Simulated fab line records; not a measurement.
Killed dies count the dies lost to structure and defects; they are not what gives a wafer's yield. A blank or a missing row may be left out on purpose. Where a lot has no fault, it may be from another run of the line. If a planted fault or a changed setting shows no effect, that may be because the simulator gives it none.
What tool caused it? + flow nand_harc + 23 lots with 69 wafers sampled at 6 steps, on a route of 1302 steps

== WHAT THE GAUGES READ, wafer by wafer ==
The record lacks any reading of a measuring or inspecting step that a usual standard deviation could be used to judge.

== EACH LOT AND THE TOOL THAT RAN IT (in order: tool; ch and the chambers of the sampled wafers; start) ==
| lot  | NHARC_A_CONTACT_ETCH_76                       | NHARC_A_CONTACT_ETCH_78                       | NHARC_A_CONTACT_ETCH_131             | NHARC_A_CONTACT_STRIP_82                      | NHARC_A_CONTACT_ETCH_136             | NHARC_A_CONTACT_ETCH_92            |
|------|-----------------------------------------------|-----------------------------------------------|--------------------------------------|-----------------------------------------------|--------------------------------------|------------------------------------|
| L074 | rie_diel-08 ch 0,1,3, day 22 22:28 or earlier | rie_diel-08 ch 0,1,3, day 22 22:28 or earlier | har_cap_etch-03 ch 0,1, day 22 22:28 | rie_diel-08 ch 1,2,3, day 23 10:37 or earlier | har_cap_etch-03 ch 0,1, day 23 10:37 | rie_diel-13 ch 0,2,3, day 23 12:01 |
| L077 | rie_diel-08 ch 0,1,2, day 23 14:14 or earlier | rie_diel-08 ch 1,2, day 23 14:14 or earlier   | har_cap_etch-03 ch 0,1, day 23 14:14 | rie_diel-04 ch 0,1, day 24 02:22 or earlier   | har_cap_etch-03 ch 0,1, day 24 02:22 | rie_diel-13 ch 1,2, day 24 03:44   |
| L075 | rie_diel-13 ch 1,3, day 23 19:34 or earlier   | rie_diel-13 ch 0,1,3, day 23 19:34 or earlier | har_cap_etch-02 ch 0,1, day 23 19:34 | rie_diel-13 ch 1,2,3, day 24 09:36 or earlier | har_cap_etch-01 ch 0,1, day 24 09:36 | rie_diel-13 ch 0,1,2, day 24 10:55 |
| L076 | rie_diel-04 ch 0,3, day 23 19:45 or earlier   | rie_diel-04 ch 0,2, day 23 19:45 or earlier   | har_cap_etch-01 ch 0,1, day 23 19:45 | rie_diel-04 ch 0,2,3, day 24 09:47 or earlier | har_cap_etch-03 ch 0,1, day 24 09:47 | rie_diel-13 ch 1,2, day 24 11:07   |
| L079 | rie_diel-13 ch 0,1,2, day 24 00:02 or earlier | rie_diel-13 ch 0,3, day 24 00:02 or earlier   | har_cap_etch-02 ch 0,1, day 24 00:02 | rie_diel-13 ch 2,3, day 24 13:39 or earlier   | har_cap_etch-02 ch 0,1, day 24 13:39 | rie_diel-08 ch 0,1, day 24 15:03   |
| L078 | rie_diel-13 ch 0,1,3, day 24 19:55 or earlier | rie_diel-13 ch 0,1, day 24 19:55 or earlier   | har_cap_etch-01 ch 0,1, day 24 19:55 | rie_diel-04 ch 0,1,2, day 25 02:53 or earlier | har_cap_etch-01 ch 0,1, day 25 02:53 | rie_diel-04 ch 0,2,3, day 25 04:18 |
| L080 | rie_diel-04 ch 1,2,3, day 24 20:17 or earlier | rie_diel-04 ch 0,2, day 24 20:17 or earlier   | har_cap_etch-03 ch 0,1, day 24 20:17 | rie_diel-13 ch 0,1,3, day 25 03:11 or earlier | har_cap_etch-03 ch 0,1, day 25 03:11 | rie_diel-13 ch 0,1, day 25 04:34   |
| L082 | rie_diel-13 ch 0,2, day 25 13:22 or earlier   | rie_diel-13 ch 1,2, day 25 13:22 or earlier   | har_cap_etch-02 ch 0, day 25 13:22   | rie_diel-13 ch 0,1, day 25 19:58 or earlier   | har_cap_etch-01 ch 0,1, day 25 19:58 | rie_diel-13 ch 1,2, day 25 21:44   |
| L081 | rie_diel-08 ch 0,1,3, day 25 18:08 or earlier | rie_diel-08 ch 0,1,3, day 25 18:08 or earlier | har_cap_etch-03 ch 1, day 25 18:08   | rie_diel-13 ch 1,2,3, day 26 00:43 or earlier | har_cap_etch-01 ch 0,1, day 26 00:43 | rie_diel-08 ch 0,1,3, day 26 02:28 |
| L083 | rie_diel-04 ch 0,1,3, day 26 11:03 or earlier | rie_diel-04 ch 0,1,2, day 26 11:03 or earlier | har_cap_etch-02 ch 0,1, day 26 11:03 | rie_diel-08 ch 0,2,3, day 26 18:16 or earlier | har_cap_etch-02 ch 0,1, day 26 18:16 | rie_diel-08 ch 0,2,3, day 26 19:37 |
| L084 | rie_diel-13 ch 0,2,3, day 26 11:46 or earlier | rie_diel-13 ch 0,1,2, day 26 11:46 or earlier | har_cap_etch-03 ch 0,1, day 26 11:46 | rie_diel-08 ch 1,2,3, day 26 21:48 or earlier | har_cap_etch-03 ch 0,1, day 26 21:48 | rie_diel-13 ch 0,2,3, day 26 23:11 |
| L085 | rie_diel-13 ch 2,3, day 27 02:16 or earlier   | rie_diel-13 ch 0,2, day 27 02:16 or earlier   | har_cap_etch-01 ch 1, day 27 02:16   | rie_diel-04 ch 0,2,3, day 27 08:56 or earlier | har_cap_etch-03 ch 0,1, day 27 08:56 | rie_diel-08 ch 0,1,3, day 27 10:17 |
| L086 | rie_diel-08 ch 2,3, day 27 17:41 or earlier   | rie_diel-08 ch 0,1, day 27 17:41 or earlier   | har_cap_etch-02 ch 0, day 27 17:41   | rie_diel-13 ch 1,2, day 28 05:01 or earlier   | har_cap_etch-03 ch 0,1, day 28 05:01 | rie_diel-13 ch 1,2,3, day 28 06:39 |
| L087 | rie_diel-04 ch 0,1,2, day 28 04:28 or earlier | rie_diel-04 ch 0,1,3, day 28 04:28 or earlier | har_cap_etch-02 ch 0,1, day 28 04:28 | rie_diel-08 ch 0,1,2, day 28 13:08 or earlier | har_cap_etch-03 ch 0,1, day 28 13:08 | rie_diel-13 ch 0,1,2, day 28 14:30 |
| L089 | rie_diel-13 ch 0,1,2, day 28 10:50 or earlier | rie_diel-13 ch 0,1,2, day 28 10:50 or earlier | har_cap_etch-01 ch 0,1, day 28 10:50 | rie_diel-08 ch 0,1,2, day 28 18:18 or earlier | har_cap_etch-02 ch 0,1, day 28 18:18 | rie_diel-13 ch 0,1,3, day 28 19:40 |
| L088 | rie_diel-08 ch 2,3, day 28 12:20 or earlier   | rie_diel-08 ch 0,3, day 28 12:20 or earlier   | har_cap_etch-02 ch 0,1, day 28 12:20 | rie_diel-13 ch 0,2, day 28 19:03 or earlier   | har_cap_etch-03 ch 0,1, day 28 19:03 | rie_diel-13 ch 1,2, day 28 20:20   |
| L090 | rie_diel-13 ch 0,1, day 29 04:21 or earlier   | rie_diel-13 ch 0,1, day 29 04:21 or earlier   | har_cap_etch-02 ch 0,1, day 29 04:21 | rie_diel-08 ch 0,2,3, day 29 15:19 or earlier | har_cap_etch-02 ch 0,1, day 29 15:19 | rie_diel-04 ch 1,2, day 29 16:40   |
| L093 | rie_diel-13 ch 0,1, day 29 22:38 or earlier   | rie_diel-13 ch 0,1,2, day 29 22:38 or earlier | har_cap_etch-02 ch 0,1, day 29 22:38 | rie_diel-04 ch 0,1,3, day 30 06:28 or earlier | har_cap_etch-01 ch 0,1, day 30 06:28 | rie_diel-08 ch 1,2,3, day 30 07:53 |
| L091 | rie_diel-13 ch 0,3, day 30 02:26 or earlier   | rie_diel-13 ch 1,2, day 30 02:26 or earlier   | har_cap_etch-01 ch 0,1, day 30 02:26 | rie_diel-04 ch 0,3, day 30 09:34 or earlier   | har_cap_etch-03 ch 0,1, day 30 09:34 | rie_diel-13 ch 2,3, day 30 10:53   |
| L092 | rie_diel-04 ch 1,2,3, day 30 05:35 or earlier | rie_diel-04 ch 0,1,2, day 30 05:35 or earlier | har_cap_etch-03 ch 0,1, day 30 05:35 | rie_diel-04 ch 0,2, day 30 12:52 or earlier   | har_cap_etch-01 ch 0,1, day 30 12:52 | rie_diel-13 ch 0,2,3, day 30 14:11 |
| L094 | rie_diel-08 ch 0,1,3, day 30 06:21 or earlier | rie_diel-08 ch 0,1,3, day 30 06:21 or earlier | har_cap_etch-02 ch 0,1, day 30 06:21 | rie_diel-08 ch 0,2, day 30 14:07 or earlier   | har_cap_etch-03 ch 1, day 30 14:07   | rie_diel-13 ch 0,3, day 30 15:29   |
| L096 | rie_diel-04 ch 0,2,3, day 31 16:42 or earlier | rie_diel-04 ch 0,1,2, day 31 16:42 or earlier | har_cap_etch-03 ch 0,1, day 31 16:42 | rie_diel-04 ch 0,2,3, day 32 06:01 or earlier | har_cap_etch-03 ch 0,1, day 32 06:01 | rie_diel-13 ch 0,1,2, day 32 07:23 |
| L097 | rie_diel-13 ch 1,2, day 31 21:52 or earlier   | rie_diel-13 ch 0,2,3, day 31 21:52 or earlier | har_cap_etch-02 ch 0,1, day 31 21:52 | rie_diel-13 ch 0,2, day 32 06:25 or earlier   | har_cap_etch-02 ch 0,1, day 32 06:25 | rie_diel-13 ch 0,3, day 32 07:47   |
- NHARC_A_CONTACT_ETCH_76: etches the open film in N2/H2, target depth 260 nm, time 475.3 s.
- NHARC_A_CONTACT_ETCH_78: etches the open film in O2/COS, target depth 5300 nm, time 1378 s.
- NHARC_A_CONTACT_ETCH_131: etches the open film in C4F8/O2/Ar, time 197 s, target depth 1918 nm.
- NHARC_A_CONTACT_STRIP_82: strips in O2.
- NHARC_A_CONTACT_ETCH_136: etches the open film in C4F8/O2/Ar, time 311 s, target depth 1912 nm.
- NHARC_A_CONTACT_ETCH_92: etches the open film in CH3F/O2, target depth 40 nm, time 85.7 s.

== WHAT THE TOOLS THEMSELVES READ (means of the sampled wafers that have a number; where no wafer has one, the mark that the record gives instead) ==
NHARC_A_CONTACT_ETCH_76. Usual: drypump_motor_current_A 5.7 A, standard deviation 0.37; oes_product_au 1.000 a.u., standard deviation 0.0099; rf_vpp_V 429.7 V, standard deviation 2.9; showerhead_plenum_p_Torr 2.01 Torr, standard deviation 0.1; throttle_valve_pct 14.171 %, standard deviation 0.0084.
| lot  | tool        | drypump_motor_current_A (A) | oes_product_au (a.u.) | rf_vpp_V (V) | showerhead_plenum_p_Torr (Torr) | throttle_valve_pct (%) | flag |
|------|-------------|-----------------------------|-----------------------|--------------|---------------------------------|------------------------|------|
| L074 | rie_diel-08 | 5.6                         | 1.003                 | 429.3        | 1.97                            | 14.171                 |      |
| L077 | rie_diel-08 | 5.7                         | 1.002                 | 428.0        | 1.97                            | 14.171                 |      |
| L075 | rie_diel-13 | 6.1                         | 1.013                 | 428.6        | 1.96                            | 14.184                 |      |
| L076 | rie_diel-04 | 5.2                         | 1.001                 | 432.8        | 2.12                            | 14.175                 |      |
| L079 | rie_diel-13 | 6.0                         | 0.998                 | 428.9        | 2.02                            | 14.174                 |      |
| L078 | rie_diel-13 | 5.8                         | 0.999                 | 430.9        | 2.05                            | 14.171                 |      |
| L080 | rie_diel-04 | 5.7                         | 1.003                 | 429.9        | 1.99                            | 14.170                 |      |
| L082 | rie_diel-13 | 5.7                         | 0.997                 | 431.6        | 2.11                            | 14.173                 |      |
| L081 | rie_diel-08 | 5.6                         | 0.996                 | 428.5        | 1.97                            | 14.175                 |      |
| L083 | rie_diel-04 | 5.3                         | 1.013                 | 432.2        | 2.06                            | 14.172                 |      |
| L084 | rie_diel-13 | 5.8                         | 0.983                 | 431.1        | 2.05                            | 14.173                 |      |
| L085 | rie_diel-13 | 6.0                         | 0.998                 | 428.4        | 1.98                            | 14.173                 |      |
| L086 | rie_diel-08 | 5.9                         | 1.001                 | 428.7        | 1.97                            | 14.163                 |      |
| L087 | rie_diel-04 | 5.6                         | 0.997                 | 430.5        | 2.01                            | 14.166                 |      |
| L089 | rie_diel-13 | 6.0                         | 0.996                 | 430.1        | 2.01                            | 14.179                 |      |
| L088 | rie_diel-08 | 5.9                         | 0.997                 | 428.1        | 1.97                            | 14.166                 |      |
| L090 | rie_diel-13 | 5.7                         | 1.007                 | 432.1        | 2.11                            | 14.166                 |      |
| L093 | rie_diel-13 | 5.9                         | 1.005                 | 429.1        | 2.02                            | 14.172                 |      |
| L091 | rie_diel-13 | 5.7                         | 1.002                 | 431.6        | 2.08                            | 14.171                 |      |
| L092 | rie_diel-04 | 5.7                         | 1.013                 | 429.0        | 1.98                            | 14.165                 |      |
| L094 | rie_diel-08 | 5.7                         | 1.000                 | 428.7        | 1.95                            | 14.173                 |      |
| L096 | rie_diel-04 | 5.5                         | 0.996                 | 430.4        | 2.04                            | 14.173                 |      |
| L097 | rie_diel-13 | 6.3                         | 0.987                 | 426.9        | 1.91                            | 14.169                 |      |

NHARC_A_CONTACT_ETCH_78. Usual: drypump_motor_current_A 5.8 A, standard deviation 0.38; oes_product_au 1.000 a.u., standard deviation 0.0097; rf_vpp_V 313.4 V, standard deviation 2.3; showerhead_plenum_p_Torr 3.07 Torr, standard deviation 0.14; throttle_valve_pct 28.331 %, standard deviation 0.0092.
| lot  | tool        | drypump_motor_current_A (A) | oes_product_au (a.u.) | rf_vpp_V (V) | showerhead_plenum_p_Torr (Torr) | throttle_valve_pct (%) | flag |
|------|-------------|-----------------------------|-----------------------|--------------|---------------------------------|------------------------|------|
| L074 | rie_diel-08 | 5.7                         | 1.002                 | 312.7        | 3.03                            | 28.328                 |      |
| L077 | rie_diel-08 | 5.9                         | 0.996                 | 313.5        | 3.07                            | 28.340                 |      |
| L075 | rie_diel-13 | 5.8                         | 1.003                 | 314.5        | 3.14                            | 28.332                 |      |
| L076 | rie_diel-04 | 5.8                         | 1.008                 | 314.2        | 3.09                            | 28.331                 |      |
| L079 | rie_diel-13 | 5.5                         | 0.997                 | 315.9        | 3.28                            | 28.334                 |      |
| L078 | rie_diel-13 | 5.9                         | 1.003                 | 314.0        | 3.10                            | 28.331                 |      |
| L080 | rie_diel-04 | 5.4                         | 1.005                 | 314.5        | 3.18                            | 28.343                 |      |
| L082 | rie_diel-13 | 6.3                         | 0.999                 | 312.0        | 2.95                            | 28.340                 |      |
| L081 | rie_diel-08 | 5.6                         | 0.992                 | 313.2        | 3.02                            | 28.325                 |      |
| L083 | rie_diel-04 | 5.6                         | 1.004                 | 313.5        | 3.09                            | 28.325                 |      |
| L084 | rie_diel-13 | 5.9                         | 0.997                 | 314.2        | 3.09                            | 28.330                 |      |
| L085 | rie_diel-13 | 6.0                         | 0.997                 | 313.6        | 3.09                            | 28.322                 |      |
| L086 | rie_diel-08 | 5.5                         | 1.002                 | 310.9        | 2.97                            | 28.333                 |      |
| L087 | rie_diel-04 | 5.4                         | 1.011                 | 314.2        | 3.14                            | 28.332                 |      |
| L089 | rie_diel-13 | 6.0                         | 0.998                 | 313.9        | 3.09                            | 28.329                 |      |
| L088 | rie_diel-08 | 5.7                         | 1.000                 | 311.8        | 2.98                            | 28.342                 |      |
| L090 | rie_diel-13 | 5.7                         | 0.991                 | 315.2        | 3.23                            | 28.330                 |      |
| L093 | rie_diel-13 | 6.0                         | 1.000                 | 313.8        | 3.09                            | 28.329                 |      |
| L091 | rie_diel-13 | 6.2                         | 0.995                 | 311.1        | 2.95                            | 28.323                 |      |
| L092 | rie_diel-04 | 5.6                         | 1.010                 | 313.6        | 3.08                            | 28.333                 |      |
| L094 | rie_diel-08 | 5.6                         | 1.002                 | 313.1        | 3.00                            | 28.335                 |      |
| L096 | rie_diel-04 | 5.6                         | 1.000                 | 313.6        | 3.07                            | 28.323                 |      |
| L097 | rie_diel-13 | 5.8                         | 0.992                 | 315.2        | 3.12                            | 28.329                 |      |

NHARC_A_CONTACT_STRIP_82. Usual: drypump_motor_current_A 5.7 A, standard deviation 0.37; oes_product_au 1.001 a.u., standard deviation 0.011; rf_vpp_V 57.7 V, standard deviation 0.93; showerhead_plenum_p_Torr 3.47 Torr, standard deviation 0.15; throttle_valve_pct 17.037 %, standard deviation 0.0094.
| lot  | tool        | drypump_motor_current_A (A) | oes_product_au (a.u.) | rf_vpp_V (V) | showerhead_plenum_p_Torr (Torr) | throttle_valve_pct (%) | flag |
|------|-------------|-----------------------------|-----------------------|--------------|---------------------------------|------------------------|------|
| L074 | rie_diel-08 | 5.9                         | 1.003                 | 56.5         | 3.47                            | 17.039                 |      |
| L077 | rie_diel-04 | 5.4                         | 1.012                 | 57.2         | 3.52                            | 17.037                 |      |
| L075 | rie_diel-13 | 6.1                         | 1.002                 | 57.3         | 3.40                            | 17.044                 |      |
| L076 | rie_diel-04 | 5.6                         | 1.006                 | 57.9         | 3.55                            | 17.034                 |      |
| L079 | rie_diel-13 | 6.1                         | 1.001                 | 58.6         | 3.39                            | 17.031                 |      |
| L078 | rie_diel-04 | 5.6                         | 1.015                 | 56.7         | 3.50                            | 17.031                 |      |
| L080 | rie_diel-13 | 5.8                         | 1.005                 | 57.5         | 3.55                            | 17.037                 |      |
| L082 | rie_diel-13 | 5.9                         | 0.992                 | 56.9         | 3.50                            | 17.036                 |      |
| L081 | rie_diel-13 | 6.1                         | 1.000                 | 58.1         | 3.39                            | 17.031                 |      |
| L083 | rie_diel-08 | 5.7                         | 0.995                 | 58.3         | 3.38                            | 17.042                 |      |
| L084 | rie_diel-08 | 5.8                         | 1.003                 | 57.2         | 3.46                            | 17.026                 |      |
| L085 | rie_diel-04 | 5.5                         | 1.005                 | 58.7         | 3.54                            | 17.035                 |      |
| L086 | rie_diel-13 | 6.3                         | 0.991                 | 56.7         | 3.34                            | 17.033                 |      |
| L087 | rie_diel-08 | 5.7                         | 1.006                 | 58.3         | 3.40                            | 17.040                 |      |
| L089 | rie_diel-08 | 5.7                         | 1.003                 | 58.3         | 3.40                            | 17.033                 |      |
| L088 | rie_diel-13 | 5.7                         | 0.985                 | 58.0         | 3.64                            | 17.039                 |      |
| L090 | rie_diel-08 | 5.7                         | 0.997                 | 57.7         | 3.37                            | 17.033                 |      |
| L093 | rie_diel-04 | 5.4                         | 1.009                 | 58.6         | 3.54                            | 17.030                 |      |
| L091 | rie_diel-04 | 5.2                         | 1.007                 | 57.3         | 3.63                            | 17.044                 |      |
| L092 | rie_diel-04 | 5.8                         | 1.011                 | 58.5         | 3.47                            | 17.040                 |      |
| L094 | rie_diel-08 | 5.7                         | 1.004                 | 56.9         | 3.36                            | 17.026                 |      |
| L096 | rie_diel-04 | 5.6                         | 0.998                 | 57.8         | 3.52                            | 17.039                 |      |
| L097 | rie_diel-13 | 6.0                         | 0.985                 | 57.5         | 3.48                            | 17.047                 |      |

NHARC_A_CONTACT_ETCH_92. Usual: drypump_motor_current_A 5.8 A, standard deviation 0.37; oes_product_au 0.935 a.u., standard deviation 0.026; rf_vpp_V 243.8 V, standard deviation 1.8; showerhead_plenum_p_Torr 2.41 Torr, standard deviation 0.12; throttle_valve_pct 20.663 %, standard deviation 0.0088.
| lot  | tool        | drypump_motor_current_A (A) | oes_product_au (a.u.) | rf_vpp_V (V) | showerhead_plenum_p_Torr (Torr) | throttle_valve_pct (%) | flag |
|------|-------------|-----------------------------|-----------------------|--------------|---------------------------------|------------------------|------|
| L074 | rie_diel-13 | 5.8                         | 0.921                 | 244.8        | 2.48                            | 20.661                 |      |
| L077 | rie_diel-13 | 6.2                         | 0.927                 | 243.2        | 2.33                            | 20.660                 |      |
| L075 | rie_diel-13 | 6.0                         | 0.923                 | 243.4        | 2.44                            | 20.662                 |      |
| L076 | rie_diel-13 | 6.2                         | 0.929                 | 242.2        | 2.33                            | 20.670                 |      |
| L079 | rie_diel-08 | 5.4                         | 1.005                 | 242.3        | 2.34                            | 20.669                 |      |
| L078 | rie_diel-04 | 5.5                         | 0.940                 | 244.2        | 2.47                            | 20.659                 |      |
| L080 | rie_diel-13 | 5.9                         | 0.925                 | 244.1        | 2.44                            | 20.672                 |      |
| L082 | rie_diel-13 | 6.3                         | 0.917                 | 241.7        | 2.32                            | 20.666                 |      |
| L081 | rie_diel-08 | 5.6                         | 0.916                 | 243.0        | 2.37                            | 20.667                 |      |
| L083 | rie_diel-08 | 5.7                         | 0.923                 | 243.2        | 2.35                            | 20.660                 |      |
| L084 | rie_diel-13 | 5.8                         | 0.925                 | 244.9        | 2.47                            | 20.660                 |      |
| L085 | rie_diel-08 | 5.6                         | 0.924                 | 243.1        | 2.37                            | 20.658                 |      |
| L086 | rie_diel-13 | 6.1                         | 0.929                 | 243.3        | 2.36                            | 20.663                 |      |
| L087 | rie_diel-13 | 6.0                         | 0.921                 | 243.9        | 2.43                            | 20.655                 |      |
| L089 | rie_diel-13 | 5.8                         | 0.924                 | 245.6        | 2.47                            | 20.668                 |      |
| L088 | rie_diel-13 | 6.3                         | 0.920                 | 242.1        | 2.32                            | 20.672                 |      |
| L090 | rie_diel-04 | 5.7                         | 0.936                 | 244.1        | 2.36                            | 20.657                 |      |
| L093 | rie_diel-08 | 5.8                         | 0.924                 | 243.7        | 2.39                            | 20.665                 |      |
| L091 | rie_diel-13 | 6.1                         | 0.989                 | 243.1        | 2.35                            | 20.666                 |      |
| L092 | rie_diel-13 | 5.8                         | 0.995                 | 244.4        | 2.46                            | 20.669                 |      |
| L094 | rie_diel-13 | 5.5                         | 0.931                 | 245.1        | 2.57                            | 20.660                 |      |
| L096 | rie_diel-13 | 6.0                         | 0.934                 | 244.0        | 2.42                            | 20.662                 |      |
| L097 | rie_diel-13 | 5.7                         | 0.923                 | 245.5        | 2.49                            | 20.665                 |      |

== THE ANSWER, worked out from the rows above alone ==
Rule: a lot is off if the mean of its wafers that have a number lies more than 3 standard deviations from the usual mean. A lot without any number at a reading at which 4 lots or more have one is off too. All remaining lots with rows at the step are treated as sound. First the gauges in route order, then the tools' own readings, where a lot's mean is used as printed above. At the first step where some lot is off, the reading lying furthest off is the one used; lots without a number count as furthest.
No lot is off at any reading shown: from this, nothing can be told.

== WHAT THE SIMULATOR HAD INSERTED ==
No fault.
